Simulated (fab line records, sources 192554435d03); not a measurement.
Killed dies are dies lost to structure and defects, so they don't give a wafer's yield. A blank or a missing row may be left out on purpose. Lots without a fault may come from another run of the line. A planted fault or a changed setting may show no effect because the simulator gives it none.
Split-lot experiment | flow n5_finfet | 7 lots, 21 wafers read, on a route of 1938 steps

THE SPLIT
At N5_BEOL_M8_DESCUM_16 (chemistry O2, time 7.9 s), the setting time_s was moved away from the recipe's 7.9 s on 5 of the 21 wafers read, by -8.7% to +12.5%. The other wafers ran this setting at the recipe's value.

The file shows no step between the split and the reading.

THE READING
CAR-ArF_of_BEOL_M8_COAT_05.thk_nm (the simulator's own value, which no gauge read), in nm, at N5_BEOL_M8_ETCH_61 (etches SiARC in CF4, target depth 45.5 nm, time 75.8 s). The file gives no usual value for it. The 16 wafers here that ran the recipe average 50.7 nm, standard deviation 0.22 nm.

wafer  | tool, chamber at the split | time_s as run, s | against the recipe | CAR-ArF_of_BEOL_M8_COAT_05.thk_nm, nm | against lot-mates on the recipe
L074.2 | rie_diel-05, 3,1,2         | 7.9              | recipe             | 50.8                                  | -
L074.5 | rie_diel-05, 3,1,2         | 7.9              | recipe             | 50.6                                  | -
L074.6 | rie_diel-05, 3,1,2         | 7.9              | recipe             | 50.6                                  | -
L077.1 | rie_diel-03, 1,3           | 7.9              | recipe             | 51                                    | -
L077.3 | rie_diel-03, 1,3           | 7.9              | recipe             | 50.8                                  | -
L077.4 | rie_diel-03, 1             | 8.637            | +9.3%              | 50.4                                  | -0.5
L079.3 | rie_diel-01, 1             | 7.9              | recipe             | 50.4                                  | -
L079.5 | rie_diel-01, 3,2           | 7.211            | -8.7%              | 51                                    | +0.6
L079.6 | rie_diel-01, 3,2           | 7.211            | -8.7%              | 51.2                                  | +0.8
L080.2 | rie_diel-01, 0,2,0         | 7.9              | recipe             | 51                                    | -
L080.3 | rie_diel-01, 0,2,0         | 7.9              | recipe             | 50.8                                  | -
L080.5 | rie_diel-01, 0,2,0         | 7.9              | recipe             | 51                                    | -
L090.4 | rie_diel-01, 3             | 7.9              | recipe             | 50.4                                  | -
L090.5 | rie_diel-01, 2             | 8.888            | +12.5%             | 49.8                                  | -0.7
L090.6 | rie_diel-01, 3             | 7.9              | recipe             | 50.6                                  | -
L093.3 | rie_diel-01, 1,2,3         | 7.9              | recipe             | 50.4                                  | -
L093.5 | rie_diel-01, 1,2,3         | 7.9              | recipe             | 50.8                                  | -
L093.6 | rie_diel-01, 1,2,3         | 7.9              | recipe             | 51                                    | -
L097.1 | rie_diel-01, 1             | 7.241            | -8.3%              | 51                                    | +0.5
L097.3 | rie_diel-01, 2             | 7.9              | recipe             | 50.6                                  | -
L097.4 | rie_diel-01, 2             | 7.9              | recipe             | 50.4                                  | -
Where a row lists several chambers, the file gives one row for several wafers and doesn't say which wafer went through which chamber.

THE FIT
A straight line over all 21 wafers: CAR-ArF_of_BEOL_M8_COAT_05.thk_nm changes by -0.0507 nm for each +1% of time_s; r = -0.75; the points scatter about the line by 0.22 nm.
The same after taking each lot's own level away (the mean of its wafers on the recipe; 21 wafers): -0.0639 nm for each +1%; r = -0.91; scatter 0.14 nm.
On that fit, the largest move of time_s shifts the reading by 0.8 nm.
The lots' own levels span 50.40 to 50.93 nm, that is 2.4 times the standard deviation above.
So the lot-to-lot level blurs the effect unless lot-mates are compared.
Check: with one of the wafers moved furthest among these (+12.5%) left out of the fit, the line predicts -0.828 nm for it against its lot-mates. It came out at -0.7 nm against them.

OTHER SPLITS ON THESE WAFERS
These wafers also went through other splits before the reading. Each is held against what the fit with the lots' levels taken away leaves over:
other split on the same wafers | wafers away from the commonest value | r with CAR-ArF_of_BEOL_M8_COAT_05.thk_nm (lot level and that fit taken away)
N5_BEOL_M7_COAT_71 spin_rpm    | 5                                    | -0.08
N5_BEOL_M8_EXPOSE_08 dose_mj   | 12                                   | -0.07

THE FILE'S OWN FIT
CAR-ArF_of_BEOL_M8_COAT_05.thk_nm changes by -0.0609 nm for each +1% of time_s, r = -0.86.
